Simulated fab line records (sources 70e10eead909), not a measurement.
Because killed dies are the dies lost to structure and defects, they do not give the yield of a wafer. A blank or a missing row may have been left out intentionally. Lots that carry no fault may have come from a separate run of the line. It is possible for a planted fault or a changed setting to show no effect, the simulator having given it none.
fab line records -- flow nandHarc -- part 1 of 2: steps 1 to 4 of 6
[record] lots = 22, wafers = 66, lastDay = 24
route steps=1159 shown P_START@1 P_ZERO_WELL@46 P_STI@87 P_GATE@141
lots that met no fault: from a run of the same line without faults
startH: the number of hours between the record's first day and the start of the first shown wafer of the lot -- waitH: hours from the lot's prior step to this one -- " repeats the value in the row above -- L1.1+2: several wafers, shown together as one row -- - no value, or no start was given -- * or withheld: withheld -- < > ~ a bound
route shown NAME@n: a module of which the file shows steps, and the number in the route of the first -- usual: the fault-free wafers' mean and standard deviation -- same: alike in all rows -- chamber/n: place in a boat -- sites: per-site readings -- _std_site: the values' standard deviation -- _edge_site: inner sites' mean taken away from outer sites' mean -- radiusMm: for every site, how far away it sits from the centre of the wafer -- mask NAME#n: copy n -- behind: the most recent tool/chamber to have shaped the wafer -- hold: what put the lot on hold/how long, in hours/how the hold closed -- device: names the non-switching transistor (n, p or np) -- end of line: tests of these same wafers at the route's end -- step lacking rows: just its recipe -- killed: count of dies lost to structure and defects at first sort (not the wafer's yield) -- map: a wafer's dies, marking killed ones x, the rest . and places with no die _
set.NAME: the setting as run; set.NAME@STEP: as run at that earlier step -- model.NAME: the simulator's own value behind a step, which no gauge read
steps of the route over a sample of lots; a table a step, a row a wafer
services: from which hour (startH, from the record's first day; less than 0 if before it) a tool's chamber was out of use, for how many hours, and why
[[steps]]
[step NHARC_P_START_INSPECT_01]
[usual] rawDefectCount = 3.7/2.1
lot.wafer,tool,chamber,startH,waitH,rawDefectCount
L074.4,defectInspect-01,-,12.04,-,3
L074.5,defectInspect-01,-,12.04,-,2
L074.6,defectInspect-01,-,12.04,-,3
L075.4,defectInspect-01,-,18.04,-,5
L075.5,defectInspect-01,-,18.04,-,3
L075.6,defectInspect-01,-,18.04,-,6
L076.1,defectInspect-01,-,24.04,-,0
L076.3,defectInspect-01,-,24.04,-,2
L076.4,defectInspect-01,-,24.04,-,9
L077.1,defectInspect-01,-,30.04,-,2
L077.2,defectInspect-01,-,30.04,-,2
L077.6,defectInspect-01,-,30.04,-,4
L078.1,defectInspect-02,-,36.04,-,6
L078.2,defectInspect-02,-,36.04,-,2
L078.5,defectInspect-02,-,36.04,-,6
L079.2,defectInspect-01,-,42.04,-,6
L079.5,defectInspect-01,-,42.04,-,5
L079.6,defectInspect-01,-,42.04,-,3
L081.2,defectInspect-01,-,54.04,-,2
L081.4,defectInspect-01,-,54.04,-,3
L081.6,defectInspect-01,-,54.04,-,5
L082.1,defectInspect-02,-,60.04,-,10
L082.4,defectInspect-02,-,60.04,-,2
L082.5,defectInspect-02,-,60.04,-,4
L083.1,defectInspect-01,-,66.04,-,1
L083.2,defectInspect-01,-,66.04,-,1
L083.5,defectInspect-01,-,66.04,-,4
L084.1,defectInspect-01,-,72.04,-,3
L084.2,defectInspect-01,-,72.04,-,5
L084.3,defectInspect-01,-,72.04,-,5
L085.1,defectInspect-01,-,78.04,-,3
L085.3,defectInspect-01,-,78.04,-,1
L085.6,defectInspect-01,-,78.04,-,2
L087.1,defectInspect-01,-,90.04,-,3
L087.5,defectInspect-01,-,90.04,-,1
L087.6,defectInspect-01,-,90.04,-,4
L088.1,defectInspect-02,-,96.03,-,4
L088.4,defectInspect-02,-,96.03,-,4
L088.6,defectInspect-02,-,96.03,-,8
L089.1,defectInspect-02,-,102.04,-,6
L089.2,defectInspect-02,-,102.04,-,3
L089.4,defectInspect-02,-,102.04,-,8
L090.1,defectInspect-02,-,108.04,-,4
L090.3,defectInspect-02,-,108.04,-,2
L090.6,defectInspect-02,-,108.04,-,2
L091.3,defectInspect-01,-,114.04,-,6
L091.4,defectInspect-01,-,114.04,-,2
L091.6,defectInspect-01,-,114.04,-,9
L092.2,defectInspect-02,-,120.05,-,6
L092.3,defectInspect-02,-,120.05,-,1
L092.4,defectInspect-02,-,120.05,-,4
L093.1,defectInspect-01,-,126.04,-,6
L093.3,defectInspect-01,-,126.04,-,5
L093.6,defectInspect-01,-,126.04,-,8
L094.1,defectInspect-01,-,132.04,-,1
L094.3,defectInspect-01,-,132.04,-,1
L094.4,defectInspect-01,-,132.04,-,5
L095.1,defectInspect-01,-,138.04,-,5
L095.3,defectInspect-01,-,138.04,-,3
L095.4,defectInspect-01,-,138.04,-,3
L096.2,defectInspect-01,-,144.04,-,6
L096.4,defectInspect-01,-,144.04,-,1
L096.6,defectInspect-01,-,144.04,-,4
L097.2,defectInspect-02,-,150.04,-,1
L097.4,defectInspect-02,-,150.04,-,5
L097.5,defectInspect-02,-,150.04,-,5
[step NHARC_P_ZERO_WELL_DESCUM_39]
[recipe] timeS = 3, o2FlowSccm = 200, arFlowSccm = 0, biasPowerW = 0, chemistry = O2
[usual] drypumpMotorCurrentA = 5.6/0.32, o2FlowSccm = 200.0/0.62, oesProductAu = 1.002/0.0088, rfVppV = 57.8/0.91, showerheadPlenumPTorr = 1.90/0.087, throttleValvePct = 11.311/0.0087
lot.wafer,tool,chamber,startH,waitH,drypumpMotorCurrentA,o2FlowSccm,oesProductAu,rfHoursCounterH,rfVppV,showerheadPlenumPTorr,throttleValvePct
L074.4,rieDiel-09,1,16.41,-,5.7,199.6,0.989,7,57.2,2.04,11.299
L074.5,rieDiel-09,0,16.41,-,5.2,198.6,1.014,-,56.9,2.03,11.299
L074.6,rieDiel-09,1,16.41,-,5.7,199.2,0.999,-,59.0,2.04,11.288
L075.4,rieDiel-09,2,22.42,-,5.7,199.9,1.007,7,57.7,1.81,11.306
L075.6,rieDiel-09,2,22.42,-,5.8,200.4,1.000,-,55.2,1.81,11.314
L075.5,rieDiel-09,3,22.42,-,5.6,201.1,1.001,-,56.9,1.85,11.318
L076.3,rieDiel-06,3,28.46,-,5.9,199.8,0.999,7,57.5,1.84,11.314
L076.1,rieDiel-06,1,28.46,-,5.6,200.3,0.997,7,57.5,1.84,11.310
L076.4,rieDiel-06,2,28.46,-,5.7,199.2,0.995,7,59.0,2.00,11.300
L077.1,rieDiel-05,0,34.23,-,6.0,199.2,1.008,1,58.1,1.87,11.313
L077.2,rieDiel-05,3,34.23,-,5.0,200.2,0.997,4,57.7,1.81,11.317
L077.6,rieDiel-05,1,34.23,-,6.3,200.0,1.003,-,58.6,2.03,11.309
L078.1,rieDiel-05,1,40.19,-,6.3,199.7,0.999,2,59.3,2.02,11.316
L078.2,rieDiel-05,3,40.19,-,5.0,200.4,1.002,5,58.2,1.81,11.306
L078.5,rieDiel-05,3,40.19,-,5.0,200.5,1.009,-,56.6,1.81,11.311
L079.2,rieDiel-09,3,46.46,-,5.6,199.3,0.995,10,57.4,1.85,11.312
L079.5,rieDiel-09,0,46.46,-,5.2,200.5,1.003,-,58.9,2.03,11.319
L079.6,rieDiel-09,1,46.46,-,5.7,201.0,0.987,-,57.3,2.04,11.319
L081.4,rieDiel-06,3,58.17,-,5.9,199.2,1.001,9,58.0,1.84,11.308
L081.2,rieDiel-06,1,58.17,-,5.6,200.1,1.007,9,59.2,1.83,11.310
L081.6,rieDiel-06,3,58.17,-,5.9,199.2,1.010,-,56.9,1.84,11.314
L082.1,rieDiel-05,0,64.33,-,6.0,200.5,0.993,3,57.2,1.86,11.309
L082.4,rieDiel-05,1,64.33,-,6.3,200.1,1.010,4,57.5,2.02,11.308
L082.5,rieDiel-05,3,64.33,-,5.0,200.5,1.009,-,57.0,1.81,11.315
L083.2,rieDiel-05,0,70.16,-,6.0,200.6,0.998,4,58.2,1.87,11.305
L083.1,rieDiel-05,3,70.16,-,5.0,198.6,0.988,7,57.7,1.81,11.321
L083.5,rieDiel-05,0,70.16,-,6.0,200.5,1.005,-,57.6,1.86,11.306
L084.3,rieDiel-06,3,76.16,-,5.9,199.9,1.013,0,57.8,1.84,11.310
L084.1,rieDiel-06,0,76.16,-,5.2,199.4,1.001,0,58.4,1.83,11.312
L084.2,rieDiel-06,2,76.16,-,5.7,200.0,1.006,0,58.2,2.00,11.306
L085.1,rieDiel-06,1,82.31,-,5.6,199.2,1.021,0,57.2,1.83,11.323
L085.3,rieDiel-06,3,82.31,-,5.9,199.8,1.008,1,59.0,1.84,11.302
L085.6,rieDiel-06,2,82.31,-,5.7,200.9,1.016,-,57.7,2.00,11.315
L087.1,rieDiel-06,0,94.21,-,5.2,200.6,0.999,1,56.9,1.83,11.318
L087.5,rieDiel-06,3,94.21,-,5.9,200.2,1.004,-,58.0,1.84,11.317
L087.6,rieDiel-06,0,94.21,-,5.2,200.5,1.007,-,57.8,1.83,11.319
L088.4,rieDiel-06,2,100.24,-,5.7,200.4,1.003,1,59.4,2.00,11.308
L088.1,rieDiel-06,1,100.24,-,5.6,200.4,1.013,1,56.6,1.83,11.308
L088.6,rieDiel-06,2,100.24,-,5.7,200.8,1.009,-,58.4,2.00,11.291
L089.1,rieDiel-06,0,106.46,-,5.2,201.4,1.010,2,59.4,1.83,11.311
L089.2,rieDiel-06,1,106.46,-,5.6,200.2,1.013,2,57.4,1.83,11.286
L089.4,rieDiel-06,3,106.46,-,5.9,200.5,1.014,2,56.0,1.84,11.299
L090.3,rieDiel-06,3,112.30,-,5.9,200.7,1.009,3,57.1,1.84,11.321
L090.1,rieDiel-06,1,112.30,-,5.6,200.4,1.011,2,57.4,1.83,11.307
L090.6,rieDiel-06,3,112.30,-,5.9,201.0,1.016,-,57.6,1.84,11.320
L091.3,rieDiel-06,0,118.18,-,5.2,201.5,1.009,3,58.1,1.83,11.312
L091.4,rieDiel-06,1,118.18,-,5.6,200.0,1.013,3,57.2,1.83,11.324
L091.6,rieDiel-06,2,118.18,-,5.7,199.8,0.999,-,58.9,2.00,11.313
L092.2,rieDiel-09,0,124.33,-,5.2,200.2,0.992,3,59.1,2.03,11.311
L092.3,rieDiel-09,1,124.33,-,5.7,199.1,0.990,3,57.4,2.04,11.312
L092.4,rieDiel-09,1,124.33,-,5.7,200.5,0.996,-,58.1,2.04,11.310
L093.1,rieDiel-09,1,130.49,-,5.7,200.0,1.000,3,56.6,2.04,11.334
L093.3,rieDiel-09,3,130.49,-,5.6,199.0,0.985,-,58.1,1.85,11.314
L093.6,rieDiel-09,1,130.49,-,5.7,199.7,0.980,-,57.9,2.04,11.303
L094.3,rieDiel-06,1,136.28,-,5.6,200.2,0.996,4,57.7,1.83,11.298
L094.1,rieDiel-06,3,136.28,-,5.9,198.9,1.007,4,58.7,1.84,11.309
L094.4,rieDiel-06,0,136.28,-,5.2,199.9,1.002,3,56.9,1.83,11.327
L095.4,rieDiel-06,2,142.49,-,5.8,200.2,1.005,5,59.0,1.99,11.302
L095.3,rieDiel-06,3,142.49,-,5.9,199.9,1.007,4,57.1,1.84,11.312
L095.1,rieDiel-06,1,142.49,-,5.6,199.4,1.011,4,58.6,1.83,11.314
L096.2,rieDiel-05,3,148.45,-,5.0,199.6,0.986,12,56.4,1.81,11.312
L096.4,rieDiel-05,1,148.45,-,6.3,199.8,1.009,10,58.7,2.02,11.301
L096.6,rieDiel-05,0,148.45,-,6.0,199.0,1.005,-,58.4,1.86,11.301
L097.2,rieDiel-09,1,154.18,-,5.7,200.3,0.991,5,59.2,2.04,11.310
L097.4,rieDiel-09,2,154.18,-,5.7,200.2,0.984,3,56.6,1.81,11.295
L097.5,rieDiel-09,3,154.18,-,5.7,200.7,0.985,-,57.3,1.85,11.318
[step NHARC_P_STI_DESCUM_14]
[recipe] timeS = 3, o2FlowSccm = 200, arFlowSccm = 0, biasPowerW = 0, chemistry = O2
[usual] drypumpMotorCurrentA = 5.6/0.44, o2FlowSccm = 200.1/0.53, oesProductAu = 0.999/0.0074, rfVppV = 57.7/0.89, showerheadPlenumPTorr = 1.92/0.086, throttleValvePct = 11.311/0.0096
lot.wafer,tool,chamber,startH,waitH,drypumpMotorCurrentA,o2FlowSccm,oesProductAu,rfHoursCounterH,rfVppV,showerheadPlenumPTorr,throttleValvePct
L074.4,rieDiel-08,0,32.61,-,6.0,199.6,1.007,1.4,57.2,1.93,11.316
L074.6,rieDiel-08,1,32.61,-,6.2,200.1,1.000,-,56.4,1.86,11.326
L074.5,rieDiel-08,2,32.61,-,5.1,200.3,1.005,-,57.3,2.06,11.313
L075.4,rieDiel-07,2,43.21,-,6.1,199.6,0.990,9.9,57.5,1.93,11.319
L075.5,rieDiel-07,0,43.21,-,5.9,200.3,0.997,-,56.6,1.91,11.309
L075.6,rieDiel-07,1,43.21,-,5.6,199.3,0.987,-,57.0,1.88,11.323
L076.1,rieDiel-10,3,51.53,-,5.6,200.1,1.001,1.3,57.4,1.93,11.299
L076.3,rieDiel-10,0,51.53,-,5.3,199.3,0.996,1.3,58.5,1.86,11.309
L076.4,rieDiel-10,1,51.53,-,5.0,200.3,1.004,1.3,56.0,1.87,11.305
L077.1,rieDiel-08,2,51.73,-,5.1,201.2,1.000,1.9,58.3,2.06,11.307
L077.2,rieDiel-08,3,51.73,-,6.2,199.8,1.000,1.9,56.3,1.80,11.310
L077.6,rieDiel-08,1,51.73,-,6.2,200.3,0.992,-,56.9,1.86,11.309
L078.2,rieDiel-08,0,59.52,-,6.0,200.1,1.002,2.4,58.6,1.93,11.298
L078.1,rieDiel-08,2,59.52,-,5.1,200.0,1.000,2.4,59.9,2.06,11.320
L078.5,rieDiel-08,1,59.52,-,6.2,199.5,0.993,-,57.7,1.86,11.303
L079.2,rieDiel-08,2,65.50,-,5.1,199.8,0.988,2.5,58.8,2.06,11.317
L079.6,rieDiel-08,0,65.50,-,6.0,199.4,0.996,-,57.1,1.93,11.320
L079.5,rieDiel-08,1,65.50,-,6.2,199.4,0.994,-,57.6,1.86,11.298
L081.4,rieDiel-10,1,78.61,-,5.0,199.9,1.008,2.2,58.9,1.87,11.314
L081.2,rieDiel-10,2,78.61,-,5.2,201.3,1.007,2.2,56.5,2.07,11.319
L081.6,rieDiel-10,2,78.61,-,5.2,199.9,1.004,-,57.6,2.07,11.309
L082.4,rieDiel-07,0,85.74,-,5.9,200.2,1.006,2.0,56.8,1.91,11.327
L082.1,rieDiel-07,3,85.74,-,5.7,200.2,0.997,2.3,57.1,1.81,11.313
L082.5,rieDiel-07,1,85.74,-,5.6,200.9,0.993,-,59.0,1.88,11.303
L083.2,rieDiel-08,0,85.79,-,6.0,200.1,1.009,3.1,57.3,1.93,11.317
L083.1,rieDiel-08,1,85.79,-,6.2,199.8,0.997,3.1,57.3,1.86,11.308
L083.5,rieDiel-08,2,85.79,-,5.1,200.2,0.995,-,57.0,2.06,11.329
L084.2,rieDiel-08,2,97.67,-,5.1,199.0,0.996,3.1,58.3,2.06,11.322
L084.1,rieDiel-08,3,97.67,-,6.2,200.1,0.996,3.3,59.1,1.80,11.296
L084.3,rieDiel-08,0,97.67,-,6.0,200.4,1.009,3.5,57.2,1.93,11.330
L085.1,rieDiel-10,3,102.02,-,5.5,199.5,1.016,3.1,57.0,1.93,11.315
L085.3,rieDiel-10,0,102.02,-,5.3,201.3,0.993,3.1,58.6,1.86,11.323
L085.6,rieDiel-10,2,102.02,-,5.2,200.1,0.999,-,59.4,2.07,11.311
L087.1,rieDiel-07,3,110.02,-,5.7,200.5,0.997,4.4,57.3,1.81,11.321
L087.5,rieDiel-07,0,110.02,-,6.0,199.2,0.997,-,57.5,1.91,11.309
L087.6,rieDiel-07,1,110.02,-,5.6,199.9,0.994,-,56.3,1.88,11.304
L089.4,rieDiel-10,0,122.02,-,5.3,199.8,0.988,3.8,58.4,1.86,11.315
L089.2,rieDiel-10,2,122.02,-,5.2,200.1,1.008,3.9,57.7,2.06,11.318
L089.1,rieDiel-10,3,122.02,-,5.6,200.4,0.998,3.9,57.5,1.93,11.301
L088.1,rieDiel-08,1,122.18,-,6.2,201.2,1.001,4.0,58.0,1.86,11.308
L088.4,rieDiel-08,3,122.18,-,6.2,199.6,1.003,3.9,57.4,1.80,11.307
L088.6,rieDiel-08,1,122.18,-,6.2,200.5,0.993,-,56.9,1.86,11.322
L090.3,rieDiel-10,2,131.19,-,5.2,200.1,1.007,4.2,59.2,2.07,11.326
L090.1,rieDiel-10,3,131.19,-,5.6,198.8,1.000,4.2,56.2,1.93,11.294
L090.6,rieDiel-10,2,131.19,-,5.2,200.2,0.996,-,58.3,2.07,11.302
L091.3,rieDiel-08,2,139.28,-,5.1,200.1,0.993,0.2,58.8,2.06,11.299
L091.4,rieDiel-08,3,139.28,-,6.2,199.5,0.998,0.2,56.7,1.80,11.301
L091.6,rieDiel-08,2,139.28,-,5.1,200.3,0.992,-,58.5,2.06,11.326
L092.3,rieDiel-08,1,145.64,-,6.2,200.1,0.996,0.5,58.1,1.86,11.313
L092.2,rieDiel-08,2,145.64,-,5.1,199.6,0.995,0.5,57.3,2.05,11.311
L092.4,rieDiel-08,0,145.64,-,6.0,199.4,1.007,0.5,59.1,1.93,11.304
L093.3,rieDiel-07,1,150.71,-,5.6,200.3,0.995,6.0,57.9,1.88,11.293
L093.1,rieDiel-07,2,150.71,-,6.1,200.6,1.002,6.4,57.3,1.93,11.311
L093.6,rieDiel-07,0,150.71,-,6.0,201.1,1.004,-,58.4,1.91,11.310
L094.4,rieDiel-10,2,158.16,-,5.2,200.5,0.989,5.6,59.0,2.06,11.312
L094.1,rieDiel-10,3,158.16,-,5.6,199.8,0.993,5.7,57.0,1.93,11.299
L094.3,rieDiel-10,1,158.16,-,5.0,201.4,1.007,5.4,60.0,1.87,11.306
L095.1,rieDiel-10,0,158.33,-,5.3,199.8,0.988,5.6,58.2,1.85,11.311
L095.3,rieDiel-10,1,158.33,-,5.0,200.5,1.002,5.4,57.4,1.87,11.331
L095.4,rieDiel-10,2,158.33,-,5.2,200.2,0.989,5.6,58.3,2.06,11.290
L097.4,rieDiel-08,1,172.16,-,6.2,199.1,0.993,0.9,56.4,1.86,11.319
L097.2,rieDiel-08,0,172.16,-,6.0,199.9,1.002,1.0,58.2,1.93,11.309
L097.5,rieDiel-08,1,172.16,-,6.2,200.3,1.003,-,58.3,1.86,11.318
L096.4,rieDiel-07,1,172.34,-,5.6,200.0,0.994,7.0,57.8,1.88,11.301
L096.2,rieDiel-07,2,172.34,-,6.1,200.3,0.990,7.4,58.5,1.93,11.319
L096.6,rieDiel-07,0,172.34,-,6.0,200.4,1.013,-,58.4,1.91,11.331
[step NHARC_P_STI_ETCH_31]
[recipe] targetDepthA = 1089, timeS = 54.5, cf4FlowSccm = 100, chf3FlowSccm = 30, arFlowSccm = 0, rfW = 500, biasW = 200, chemistry = CF4/CHF3
[usual] drypumpMotorCurrentA = 5.6/0.45, oesProductAu = 0.958/0.02, rfVppV = 370.6/2.2, showerheadPlenumPTorr = 1.57/0.066, throttleValvePct = 16.803/0.0088
lot.wafer,tool,chamber,startH,waitH,drypumpMotorCurrentA,oesProductAu,rfHoursCounterH,rfVppV,showerheadPlenumPTorr,throttleValvePct
L074.4,rieDiel-08,3,-,-,6.2,0.922,1.3,367.4,1.48,16.807
L074.6,rieDiel-08,1,-,-,6.2,0.916,-,370.2,1.53,16.795
L074.5,rieDiel-08,2,-,-,5.1,0.934,-,374.4,1.68,16.821
L075.4,rieDiel-07,2,-,-,6.1,0.973,9.9,372.2,1.59,16.791
L075.5,rieDiel-07,0,-,-,6.0,0.970,-,369.1,1.57,16.809
L075.6,rieDiel-07,1,-,-,5.6,0.953,-,370.4,1.55,16.820
L076.4,rieDiel-10,1,-,-,5.0,0.980,1.3,368.8,1.54,16.813
L076.3,rieDiel-10,2,-,-,5.2,0.960,1.4,373.5,1.69,16.809
L076.1,rieDiel-10,3,-,-,5.6,0.961,1.3,370.8,1.59,16.789
L077.2,rieDiel-08,2,-,-,5.1,0.991,1.9,374.1,1.68,16.803
L077.1,rieDiel-08,1,-,-,6.2,0.959,2.0,368.4,1.53,16.786
L077.6,rieDiel-08,3,-,-,6.2,0.990,-,369.8,1.48,16.808
L078.1,rieDiel-08,1,-,-,6.2,0.953,2.5,369.7,1.53,16.800
L078.2,rieDiel-08,2,-,-,5.1,0.967,2.4,375.0,1.68,16.800
L078.5,rieDiel-08,3,-,-,6.2,0.965,-,368.5,1.48,16.795
L079.2,rieDiel-08,1,-,-,6.2,0.940,2.8,368.8,1.53,16.781
L079.6,rieDiel-08,2,-,-,5.1,0.964,-,374.4,1.68,16.812
L079.5,rieDiel-08,3,-,-,6.2,0.972,-,368.3,1.48,16.790
L081.2,rieDiel-10,0,-,-,5.3,0.987,2.3,368.7,1.53,16.803
L081.4,rieDiel-10,3,-,-,5.6,0.982,2.2,369.9,1.59,16.806
L081.6,rieDiel-10,1,-,-,5.0,0.966,-,370.0,1.54,16.792
L082.1,rieDiel-07,1,-,-,5.6,0.930,1.9,369.2,1.55,16.795
L082.4,rieDiel-07,0,-,-,6.0,0.945,2.0,369.4,1.57,16.811
L082.5,rieDiel-07,1,-,-,5.6,0.936,-,369.7,1.55,16.818
L083.1,rieDiel-08,3,-,-,6.2,0.938,3.0,368.0,1.48,16.803
L083.2,rieDiel-08,0,-,-,6.0,0.953,3.2,371.9,1.59,16.799
L083.5,rieDiel-08,1,-,-,6.2,0.945,-,367.6,1.53,16.806
L084.2,rieDiel-08,1,-,-,6.2,0.952,3.5,368.9,1.53,16.790
L084.3,rieDiel-08,3,-,-,6.2,0.981,3.3,368.4,1.48,16.807
L084.1,rieDiel-08,0,-,-,6.0,0.987,3.5,372.3,1.59,16.809
L085.1,rieDiel-10,0,-,-,5.2,0.972,3.1,369.4,1.53,16.798
L085.3,rieDiel-10,1,-,-,5.0,0.988,3.0,370.2,1.54,16.806
L085.6,rieDiel-10,3,-,-,5.6,0.966,-,371.3,1.59,16.822
L087.1,rieDiel-07,3,-,-,5.7,0.937,4.5,368.0,1.49,16.803
L087.5,rieDiel-07,3,-,-,5.7,0.950,-,367.8,1.49,16.814
L087.6,rieDiel-07,0,-,-,5.9,0.940,-,370.7,1.57,16.804
L089.2,rieDiel-10,1,-,-,5.0,0.977,3.8,369.2,1.54,16.809
L089.4,rieDiel-10,2,-,-,5.2,0.981,3.9,374.0,1.69,16.802
L089.1,rieDiel-10,3,-,-,5.6,0.984,3.9,371.5,1.59,16.803
L088.4,rieDiel-08,0,-,-,6.0,0.980,3.9,369.6,1.59,16.794
L088.1,rieDiel-08,1,-,-,6.2,0.962,4.1,368.2,1.53,16.809
L088.6,rieDiel-08,3,-,-,6.1,0.978,-,366.6,1.48,16.794
L090.1,rieDiel-10,0,-,-,5.3,0.921,4.1,370.4,1.53,16.818
L090.3,rieDiel-10,2,-,-,5.3,0.917,4.2,374.8,1.69,16.804
L090.6,rieDiel-10,3,-,-,5.6,0.930,-,372.1,1.59,16.809
L091.3,rieDiel-08,1,-,-,6.2,0.980,0.2,368.9,1.53,16.795
L091.4,rieDiel-08,3,-,-,6.2,0.955,0.3,365.7,1.48,16.803
L091.6,rieDiel-08,0,-,-,6.0,0.984,-,371.9,1.59,16.814
L092.2,rieDiel-08,2,-,-,5.1,0.951,0.5,374.0,1.68,16.793
L092.3,rieDiel-08,3,-,-,6.2,0.982,0.5,368.0,1.48,16.806
L092.4,rieDiel-08,0,-,-,6.0,0.983,0.5,372.2,1.59,16.805
L093.3,rieDiel-07,3,-,-,5.7,0.965,7.3,368.5,1.49,16.792
L093.1,rieDiel-07,0,-,-,6.0,0.962,6.7,370.8,1.57,16.802
L093.6,rieDiel-07,0,-,-,5.9,0.968,-,370.9,1.57,16.794
L094.3,rieDiel-10,1,-,-,5.0,0.928,5.4,369.1,1.54,16.800
L094.4,rieDiel-10,2,-,-,5.2,0.922,5.6,374.3,1.69,16.805
L094.1,rieDiel-10,3,-,-,5.5,0.925,5.8,371.8,1.59,16.817
L095.3,rieDiel-10,0,-,-,5.2,0.928,5.6,368.3,1.53,16.797
L095.1,rieDiel-10,2,-,-,5.2,0.944,5.7,374.5,1.69,16.786
L095.4,rieDiel-10,3,-,-,5.5,0.944,5.8,371.1,1.59,16.797
L097.4,rieDiel-08,1,-,-,6.2,0.950,1.0,369.9,1.53,16.805
L097.2,rieDiel-08,3,-,-,6.2,0.976,1.0,368.7,1.48,16.809
L097.5,rieDiel-08,1,-,-,6.2,0.953,-,370.0,1.53,16.805
L096.4,rieDiel-07,3,-,-,5.7,0.969,8.4,368.3,1.49,16.802
L096.2,rieDiel-07,0,-,-,6.0,0.973,7.9,371.2,1.57,16.800
L096.6,rieDiel-07,1,-,-,5.6,0.954,-,369.1,1.55,16.803
